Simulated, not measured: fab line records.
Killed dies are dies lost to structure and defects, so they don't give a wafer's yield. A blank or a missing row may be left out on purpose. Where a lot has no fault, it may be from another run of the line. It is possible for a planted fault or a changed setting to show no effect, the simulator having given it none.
fab line records | flow n5-finfet
record lots=24 wafers=72 last-day=18
route steps=1938 shown BEOL_M2@856
lots that met no fault: taken from a fault-free run of the same line
start-h: hours from the record's opening day to when the first of the lot's shown wafers began | wait-h: how many hours have passed since the lot's step before this one | " repeats the value in the row above | L1.1+2: a single row standing in for several wafers | - no value, or no start given | * or withheld: withheld | < > ~ a bound
route shown NAME@n: a module of which the file shows steps, and the number in the route of the first | usual: the fault-free wafers' mean and standard deviation | same: alike in all rows | chamber/n: place in a boat | sites: readings site by site | _std_site: their standard deviation | _edge_site: inner sites' mean taken away from outer sites' mean | radius-mm: how far each site lies from the wafer's centre | mask NAME#n: copy n | behind: the last tool/chamber to shape the wafer | hold: the reason the lot was held/the length of the hold in hours/how it ended | device: whichever transistor did not switch (one of n, p or np) | end of line: at the end of the route, the tests of the same wafers | step lacking rows: just its recipe | killed: the dies lost at the first sort to structure and to defects; this is not the yield of the wafer | map: shows each die of a wafer: x if killed, . if not, _ if none is there
set.NAME: the run value of the setting; set.NAME@STEP: its run value at that earlier step | model.NAME: the simulator's own value behind a step, which no gauge read
a sample of lots followed through the steps of the route, with each step as a table and each wafer as a row
services: the hour from which a tool's chamber was out of use, counted from the record's first day as start-h (under 0 if before that day), plus the number of hours and why
## steps
# step N5_BEOL_M2_INSPECT_13
# recipe mode=adi inspect-instrument=brightfield
# usual raw-defect-count=384/90
# columns lot.wafer tool chamber start-h wait-h raw-defect-count
L074.1 defect-inspect-02 - 134.25 0.1 546
L074.4 " - " " 402
L074.6 " - " " 334
L076.3 defect-inspect-02 - 143.35 0.0 418
L076.4 " - " " 711
L076.6 " - " " 531
L075.1 defect-inspect-02 - 147.05 0.1 500
L075.2 " - " " 384
L075.6 " - " " 313
L077.1 defect-inspect-02 - 147.22 0.1 379
L077.4 " - " " 459
L077.5 " - " " 411
L078.1 defect-inspect-02 - 149.76 0.1 316
L078.4 " - " " 520
L078.6 " - " " 360
L079.4 defect-inspect-01 - 159.80 0.0 424
L079.5 " - " " 384
L079.6 " - " " 419
L080.1 defect-inspect-02 - 173.52 0.1 279
L080.5 " - " " 393
L080.6 " - " " 250
L081.1 defect-inspect-02 - 178.85 0.1 470
L081.2 " - " " 493
L081.3 " - " " 589
L082.1 defect-inspect-01 - 179.05 0.1 302
L082.2 " - " " 436
L082.3 " - " " 284
L083.2 defect-inspect-01 - 185.88 0.0 311
L083.4 " - " " 419
L083.5 " - " " 419
L084.2 defect-inspect-01 - 194.89 0.1 323
L084.4 " - " " 279
L084.5 " - " " 234
L085.1 defect-inspect-01 - 194.98 0.1 362
L085.4 " - " " 339
L085.6 " - " " 463
L086.1 defect-inspect-02 - 221.11 0.1 239
L086.4 " - " " 201
L086.5 " - " " 239
L088.3 defect-inspect-01 - 221.23 0.0 562
L088.5 " - " " 431
L088.6 " - " " 445
L087.3 defect-inspect-01 - 223.19 0.0 339
L087.5 " - " " 375
L087.6 " - " " 320
L089.1 defect-inspect-02 - 227.98 0.1 369
L089.4 " - " " 403
L089.5 " - " " 279
L090.2 defect-inspect-01 - 228.95 0.0 440
L090.4 " - " " 339
L090.6 " - " " 289
L091.1 defect-inspect-01 - 241.28 0.1 263
L091.2 " - " " 339
L091.4 " - " " 400
L093.1 defect-inspect-01 - 245.43 0.1 471
L093.2 " - " " 719
L093.4 " - " " 445
L092.1 defect-inspect-02 - 250.43 0.1 424
L092.4 " - " " 422
L092.5 " - " " 383
L094.3 defect-inspect-01 - 250.92 0.0 429
L094.5 " - " " 397
L094.6 " - " " 480
L095.1 defect-inspect-01 - 262.35 0.1 372
L095.2 " - " " 423
L095.3 " - " " 378
L096.1 defect-inspect-02 - 267.33 0.1 299
L096.3 " - " " 389
L096.4 " - " " 438
L097.2 defect-inspect-02 - 276.75 0.0 284
L097.4 " - " " 431
L097.6 " - " " 436
# step N5_BEOL_M2_CD_MEAS_18
# recipe pitch-nm=36 target-cd-nm=18
# usual cd-nm=18.1/0.35
# columns lot.wafer tool chamber start-h wait-h cd-nm
L074.1 cd-sem-02 - 134.84 0.0 18.3
L074.4 " - " " 18.0
L074.6 " - " " 18.6
L076.3 cd-sem-03 - 144.45 0.1 18.3
L076.4 " - " " 18.3
L076.6 " - " " 18.1
L075.1 cd-sem-02 - 147.55 0.0 18.0
L075.2 " - " " 17.9
L075.6 " - " " 17.9
L077.1 cd-sem-01 - 147.70 0.0 18.4
L077.4 " - " " 18.1
L077.5 " - " " 18.1
L078.1 cd-sem-01 - 152.66 0.0 18.4
L078.4 " - " " 18.1
L078.6 " - " " 17.9
L079.4 cd-sem-02 - 161.05 0.0 18.1
L079.5 " - " " 17.9
L079.6 " - " " 18.7
L080.1 cd-sem-02 - 174.22 0.0 18.4
L080.5 " - " " 18.3
L080.6 " - " " 17.6
L081.1 cd-sem-02 - 179.32 0.0 18.0
L081.2 " - " " 17.5
L081.3 " - " " 18.0
L082.1 cd-sem-03 - 179.52 0.0 18.1
L082.2 " - " " 17.9
L082.3 " - " " 18.8
L083.2 cd-sem-02 - 186.35 0.1 18.1
L083.4 " - " " 18.5
L083.5 " - " " 17.9
L084.2 cd-sem-01 - 195.45 0.1 18.6
L084.4 " - " " 18.5
L084.5 " - " " 18.3
L085.1 cd-sem-01 - 195.46 0.1 18.1
L085.4 " - " " 17.9
L085.6 " - " " 17.7
L086.1 cd-sem-03 - 221.58 0.0 17.9
L086.4 " - " " 18.5
L086.5 " - " " 18.3
L088.3 cd-sem-01 - 221.78 0.1 18.6
L088.5 " - " " 18.2
L088.6 " - " " 17.9
L087.3 cd-sem-02 - 223.80 0.1 18.3
L087.5 " - " " 18.1
L087.6 " - " " 18.3
L089.1 cd-sem-03 - 228.44 0.0 18.2
L089.4 " - " " 17.8
L089.5 " - " " 17.7
L090.2 cd-sem-02 - 229.83 0.1 17.8
L090.4 " - " " 17.5
L090.6 " - " " 18.7
L091.1 cd-sem-03 - 241.89 0.0 17.9
L091.2 " - " " 18.0
L091.4 " - " " 18.0
L093.1 cd-sem-03 - 245.99 0.0 17.9
L093.2 " - " " 17.2
L093.4 " - " " 17.2
L092.1 cd-sem-01 - 250.90 0.0 18.0
L092.4 " - " " 17.7
L092.5 " - " " 18.4
L094.3 cd-sem-02 - 251.41 0.1 17.9
L094.5 " - " " 18.5
L094.6 " - " " 18.0
L095.1 cd-sem-02 - 263.13 0.0 18.3
L095.2 " - " " 18.8
L095.3 " - " " 18.6
L096.1 cd-sem-03 - 267.95 0.0 18.0
L096.3 " - " " 18.4
L096.4 " - " " 17.8
L097.2 cd-sem-02 - 277.22 0.1 18.0
L097.4 " - " " 17.9
L097.6 " - " " 17.4
# step N5_BEOL_M2_CD_MEAS_28
# recipe target-cd-nm=26.2 landing-energy-ev=500 detector=se-inlens target-cd-y-nm=24.1 polarity=opening
# usual cd-nm=26.18/0.26
# columns lot.wafer tool chamber start-h wait-h cd-nm
L074.1 cd-sem-01 0 135.16 - 25.91
L074.4 " 0 " " 26.38
L074.6 " 0 " " 26.39
L076.3 cd-sem-01 0 144.77 - 25.96
L076.4 " 0 " " 26.22
L076.6 " 0 " " 26.09
L075.1 cd-sem-02 0 148.00 - 26.24
L075.2 " 0 " " 26.16
L075.6 " 0 " " 26.40
L077.1 cd-sem-01 0 148.19 - 26.27
L077.4 " 0 " " 26.27
L077.5 " 0 " " 26.28
L078.1 cd-sem-02 0 153.11 - 25.93
L078.4 " 0 " " 25.76
L078.6 " 0 " " 26.15
L079.4 cd-sem-03 0 161.37 - 26.12
L079.5 " 0 " " 26.07
L079.6 " 0 " " 26.67
L080.1 cd-sem-01 0 174.53 - 26.21
L080.5 " 0 " " 26.35
L080.6 " 0 " " 25.82
L081.1 cd-sem-03 0 179.77 - 26.40
L081.2 " 0 " " 26.06
L081.3 " 0 " " 26.29
L082.1 cd-sem-01 0 179.97 - 26.44
L082.2 " 0 " " 26.14
L082.3 " 0 " " 26.00
L083.2 cd-sem-03 0 186.80 - 26.01
L083.4 " 0 " " 26.28
L083.5 " 0 " " 26.21
L084.2 cd-sem-03 0 195.77 - 26.09
L084.4 " 0 " " 26.17
L084.5 " 0 " " 26.04
L085.1 cd-sem-03 0 195.87 - 26.08
L085.4 " 0 " " 26.60
L085.6 " 0 " " 26.19
L086.1 cd-sem-03 0 221.90 - 25.91
L086.4 " 0 " " 26.01
L086.5 " 0 " " 25.87
L088.3 cd-sem-01 0 222.22 - 25.86
L088.5 " 0 " " 25.99
L088.6 " 0 " " 25.95
L087.3 cd-sem-03 0 224.25 - 26.52
L087.5 " 0 " " 26.52
L087.6 " 0 " " 26.15
L089.1 cd-sem-03 0 228.76 - 25.95
L089.4 " 0 " " 26.18
L089.5 " 0 " " 25.98
L090.2 cd-sem-01 0 230.27 - 26.35
L090.4 " 0 " " 26.66
L090.6 " 0 " " 26.18
L091.1 cd-sem-01 0 242.21 - 25.95
L091.2 " 0 " " 26.28
L091.4 " 0 " " 26.02
L093.1 cd-sem-03 0 246.31 - 26.03
L093.2 " 0 " " 25.76
L093.4 " 0 " " 25.85
L092.1 cd-sem-01 0 251.24 - 26.09
L092.4 " 0 " " 26.08
L092.5 " 0 " " 25.72
L094.3 cd-sem-02 0 251.74 - 26.23
L094.5 " 0 " " 26.20
L094.6 " 0 " " 26.10
L095.1 cd-sem-02 0 263.57 - 25.81
L095.2 " 0 " " 26.10
L095.3 " 0 " " 26.32
L096.1 cd-sem-01 0 268.27 - 26.53
L096.3 " 0 " " 26.53
L096.4 " 0 " " 26.37
L097.2 cd-sem-03 0 277.54 - 25.92
L097.4 " 0 " " 26.61
L097.6 " 0 " " 26.03
# step N5_BEOL_M2_PRE_CLEAN_45
# recipe gas=H2/He time-s=30 temp-c=250
# usual heater-power-w=339/43
# columns lot.wafer tool chamber start-h wait-h heater-power-w
L074.1 pvd-sputter-02 - 137.58 0.0 323
L074.4 " - " " 346
L074.6 " - " " 363
L076.3 pvd-sputter-03 - 148.94 0.0 343
L076.4 " - " " 345
L076.6 " - " " 272
L075.1 pvd-sputter-03 - 161.53 0.0 337
L075.2 " - " " 347
L075.6 " - " " 271
L077.1 pvd-sputter-02 - 163.13 0.0 321
L077.4 " - " " 321
L077.5 " - " " 369
L078.1 pvd-sputter-02 - 163.21 0.0 368
L078.4 " - " " 352
L078.6 " - " " 294
L079.4 pvd-sputter-03 - 164.11 0.0 277
L079.5 " - " " 347
L079.6 " - " " 287
L080.1 pvd-sputter-01 - 184.95 0.0 426
L080.5 " - " " 323
L080.6 " - " " 320
L081.1 pvd-sputter-01 - 185.03 0.0 332
L081.2 " - " " 427
L081.3 " - " " 386
L082.1 pvd-sputter-03 - 185.19 0.0 346
L082.2 " - " " 285
L082.3 " - " " 273
L083.2 pvd-sputter-01 - 190.78 0.0 317
L083.4 " - " " 324
L083.5 " - " " 436
L084.2 pvd-sputter-01 - 197.34 0.0 324
L084.4 " - " " 417
L084.5 " - " " 392
L085.1 pvd-sputter-03 - 197.36 0.0 273
L085.4 " - " " 340
L085.6 " - " " 334
L086.1 pvd-sputter-01 - 237.23 0.0 326
L086.4 " - " " 314
L086.5 " - " " 327
L089.1 pvd-sputter-01 - 237.31 0.0 317
L089.4 " - " " 437
L089.5 " - " " 323
L087.3 pvd-sputter-02 - 237.37 0.0 307
L087.5 " - " " 317
L087.6 " - " " 360
L088.3 pvd-sputter-02 - 241.30 0.0 364
L088.5 " - " " 321
L088.6 " - " " 349
L090.2 pvd-sputter-03 - 241.38 0.0 273
L090.4 " - " " 282
L090.6 " - " " 270
L091.1 pvd-sputter-01 - 244.34 0.0 379
L091.2 " - " " 332
L091.4 " - " " 428
L093.1 pvd-sputter-01 - 247.53 0.0 435
L093.2 " - " " 392
L093.4 " - " " 327
L092.1 pvd-sputter-02 - 253.76 0.0 368
L092.4 " - " " 316
L092.5 " - " " 343
L094.3 pvd-sputter-01 - 257.15 0.0 327
L094.5 " - " " 333
L094.6 " - " " 384
L095.1 pvd-sputter-03 - 267.47 0.0 343
L095.2 " - " " 351
L095.3 " - " " 276
L096.1 pvd-sputter-01 - 283.31 0.0 423
L096.3 " - " " 316
L096.4 " - " " 321
L097.2 pvd-sputter-01 - 287.97 0.0 311
L097.4 " - " " 324
L097.6 " - " " 424
# step N5_BEOL_M2_SPUTTER_79
# recipe material=Cu target-thk-a=45 temp-c=-20 chamber-pressure-pa=0.07 power-w=withheld time-s=8.29
# usual throttle-valve-pct=29.9/0.92
# columns lot.wafer tool chamber start-h wait-h throttle-valve-pct
L074.1 pvd-sputter-03 - 138.34 0.1 29.7
L074.4 " - " " 30.0
L074.6 " - " " 30.2
L076.3 pvd-sputter-03 - 149.76 0.1 31.4
L076.4 " - " " 29.7
L076.6 " - " " 30.1
L075.1 pvd-sputter-03 - 162.35 0.1 29.9
L075.2 " - " " 31.5
L075.6 " - " " 30.1
L077.1 pvd-sputter-02 - 164.01 0.1 28.7
L077.4 " - " " 28.8
L077.5 " - " " 30.4
L078.1 pvd-sputter-01 - 164.33 0.1 29.0
L078.4 " - " " 31.8
L078.6 " - " " 28.8
L079.4 pvd-sputter-01 - 166.47 0.1 29.1
L079.5 " - " " 31.9
L079.6 " - " " 28.9
L080.1 pvd-sputter-03 - 185.85 0.1 29.6
L080.5 " - " " 30.0
L080.6 " - " " 29.3
L081.1 pvd-sputter-02 - 185.91 0.1 29.3
L081.2 " - " " 30.4
L081.3 " - " " 30.2
L082.1 pvd-sputter-01 - 186.25 0.1 28.7
L082.2 " - " " 30.2
L082.3 " - " " 29.1
L083.2 pvd-sputter-02 - 193.18 0.1 30.5
L083.4 " - " " 28.8
L083.5 " - " " 30.8
L085.1 pvd-sputter-01 - 198.18 0.1 32.0
L085.4 " - " " 28.7
L085.6 " - " " 31.8
L084.2 pvd-sputter-03 - 198.19 0.1 30.2
L084.4 " - " " 29.8
L084.5 " - " " 30.1
L086.1 pvd-sputter-02 - 238.06 0.1 29.4
L086.4 " - " " 30.5
L086.5 " - " " 28.6
L089.1 pvd-sputter-03 - 238.80 0.1 29.4
L089.4 " - " " 30.1
L089.5 " - " " 29.9
L087.3 pvd-sputter-01 - 239.76 0.1 28.9
L087.5 " - " " 28.7
L087.6 " - " " 31.8
L088.3 pvd-sputter-03 - 242.14 0.1 30.1
L088.5 " - " " 30.1
L088.6 " - " " 30.3
L090.2 pvd-sputter-01 - 242.44 0.1 29.0
L090.4 " - " " 31.7
L090.6 " - " " 28.7
L091.1 pvd-sputter-02 - 245.09 0.1 28.7
L091.2 " - " " 30.0
L091.4 " - " " 30.4
L093.1 pvd-sputter-02 - 248.29 0.1 28.8
L093.2 " - " " 30.2
L093.4 " - " " 30.1
L092.1 pvd-sputter-01 - 254.75 0.1 28.9
L092.4 " - " " 30.3
L092.5 " - " " 28.9
L094.3 pvd-sputter-03 - 257.94 0.1 29.8
L094.5 " - " " 31.1
L094.6 " - " " 30.1
L095.1 pvd-sputter-01 - 268.44 0.1 28.7
L095.2 " - " " 28.7
L095.3 " - " " 30.2
L096.1 pvd-sputter-02 - 285.07 0.1 29.6
L096.3 " - " " 28.5
L096.4 " - " " 30.3
L097.2 pvd-sputter-02 - 288.90 0.1 29.2
L097.4 " - " " 30.0
L097.6 " - " " 29.9
# step N5_BEOL_M2_ANNEAL_91
# recipe temp-c=400 time-s=240 ambient=vacuum
# usual heater-power-w=834/99
# columns lot.wafer tool chamber start-h wait-h heater-power-w
L074.1 pvd-sputter-03 - 139.30 0.0 691
L074.4 " - " " 710
L074.6 " - " " 873
L076.3 pvd-sputter-03 - 150.72 0.0 865
L076.4 " - " " 698
L076.6 " - " " 849
L075.1 pvd-sputter-03 - 163.31 0.0 692
L075.2 " - " " 879
L075.6 " - " " 833
L077.1 pvd-sputter-02 - 164.97 0.0 879
L077.4 " - " " 892
L077.5 " - " " 815
L078.1 pvd-sputter-01 - 165.29 0.0 1081
L078.4 " - " " 780
L078.6 " - " " 804
L079.4 pvd-sputter-01 - 167.43 0.0 815
L079.5 " - " " 791
L079.6 " - " " 813
L080.1 pvd-sputter-03 - 186.81 0.0 691
L080.5 " - " " 840
L080.6 " - " " 711
L081.1 pvd-sputter-02 - 186.87 0.0 878
L081.2 " - " " 804
L081.3 " - " " 762
L082.1 pvd-sputter-01 - 187.21 0.0 823
L082.2 " - " " 949
L082.3 " - " " 1058
L083.2 pvd-sputter-02 - 194.14 0.0 792
L083.4 " - " " 915
L083.5 " - " " 797
L085.1 pvd-sputter-01 - 199.14 0.0 781
L085.4 " - " " 826
L085.6 " - " " 776
L084.2 pvd-sputter-03 - 199.15 0.0 836
L084.4 " - " " 693
L084.5 " - " " 840
L086.1 pvd-sputter-02 - 239.02 0.0 864
L086.4 " - " " 795
L086.5 " - " " 899
L089.1 pvd-sputter-03 - 239.76 0.0 688
L089.4 " - " " 711
L089.5 " - " " 695
L087.3 pvd-sputter-01 - 240.72 0.0 813
L087.5 " - " " 816
L087.6 " - " " 780
L088.3 pvd-sputter-03 - 243.10 0.0 829
L088.5 " - " " 849
L088.6 " - " " 693
L090.2 pvd-sputter-01 - 243.40 0.0 816
L090.4 " - " " 770
L090.6 " - " " 822
L091.1 pvd-sputter-02 - 246.05 0.0 892
L091.2 " - " " 777
L091.4 " - " " 788
L093.1 pvd-sputter-02 - 253.02 0.0 909
L093.2 " - " " 767
L093.4 " - " " 790
L092.1 pvd-sputter-01 - 255.71 0.0 806
L092.4 " - " " 983
L092.5 " - " " 1064
L094.3 pvd-sputter-03 - 258.90 0.0 698
L094.5 " - " " 839
L094.6 " - " " 694
L095.1 pvd-sputter-01 - 269.40 0.0 1058
L095.2 " - " " 796
L095.3 " - " " 976
L096.1 pvd-sputter-02 - 286.03 0.0 885
L096.3 " - " " 925
L096.4 " - " " 801
L097.2 pvd-sputter-02 - 289.86 0.0 861
L097.4 " - " " 776
L097.6 " - " " 782
## services
# columns tool chamber start-h hours kind
pvd-sputter-02 - 150.44 9.3 repair
## key
fault none
